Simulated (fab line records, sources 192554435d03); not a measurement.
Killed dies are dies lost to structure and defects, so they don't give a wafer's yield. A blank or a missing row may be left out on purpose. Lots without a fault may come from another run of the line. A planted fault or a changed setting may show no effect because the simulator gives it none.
Chamber matching | flow n5_finfet | N5_BEOL_M15_TRENCH_ETCH_34 on rie_diel-05: 4 sister chambers
The step etches SiO2 in C4F8/O2/Ar, target depth 872.93 nm, time 199 s. 14 wafers are shown with their chamber, then 7 later ones without.

WAFERS WITH THEIR CHAMBER
wafer  | chamber | rf_vpp_V (V) | throttle_valve_pct (%) | oes_product_au (a.u.)
L076.2 | 0       | 2178         | 30.83                  | 0.73
L076.4 | 2       | 2294         | 31.23                  | 0.67
L076.5 | 3       | 2243         | 30.48                  | 0.81
L078.4 | 0       | 2178         | 30.84                  | 0.73
L078.5 | 0       | 2178         | 30.85                  | 0.73
L078.6 | 3       | 2242         | 30.52                  | 0.81
L077.1 | 3       | 2243         | 30.51                  | 0.81
L077.4 | 0       | 2178         | 30.85                  | 0.73
L077.5 | 0       | 2179         | 30.84                  | 0.72
L086.1 | 2       | 2292         | 31.24                  | 0.66
L086.5 | 1       | 2281         | 31.00                  | 0.89
L086.6 | 2       | 2291         | 31.25                  | 0.67
L084.1 | 2       | 2292         | 31.25                  | 0.67
L084.2 | 0       | 2179         | 30.84                  | 0.70

SIGNATURES (means of the wafers above)
reading            | chamber 0 | chamber 1 | chamber 2 | chamber 3 | scatter within a chamber
rf_vpp_V           | 2178.33   | 2281.00   | 2292.25   | 2242.67   | 0.822
throttle_valve_pct | 30.8417   | 31.0000   | 31.2425   | 30.5033   | 0.0119
oes_product_au     | 0.7233    | 0.8900    | 0.6675    | 0.8100    | 0.00899
Rule: a wafer's distance from a chamber is the root of the sum, over the readings, of the square of ((its reading less the chamber's mean) divided by the reading's scatter). The wafer belongs to the nearest chamber; if the next one is less than 2 further off, it can't be placed. The scatter: the root of (the sum of the squares of (reading less its chamber's mean) over the shown wafers, divided by (wafers less chambers)).

WAFERS WITHOUT THEIR CHAMBER
wafer  | rf_vpp_V (V) | throttle_valve_pct (%) | oes_product_au (a.u.)
L084.3 | 2282         | 30.99                  | 0.89
L090.3 | 2281         | 31.03                  | 0.88
L090.5 | 2240         | 30.53                  | 0.78
L090.6 | 2280         | 31.01                  | 0.88
L095.2 | 2241         | 30.53                  | 0.76
L095.5 | 2241         | 30.53                  | 0.75
L095.6 | 2291         | 30.87                  | 0.94

WHICH CHAMBER EACH WENT THROUGH
wafer  | from the rows above | in truth
L084.3 | 1                   | 1
L090.3 | 1                   | 1
L090.5 | 3                   | 3
L090.6 | 1                   | 1
L095.2 | 3                   | 3
L095.5 | 3                   | 3
L095.6 | 1                   | 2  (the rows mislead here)
Placed correctly: 6 of 7. Can't be placed from these rows: 0. Placed wrongly: 1.
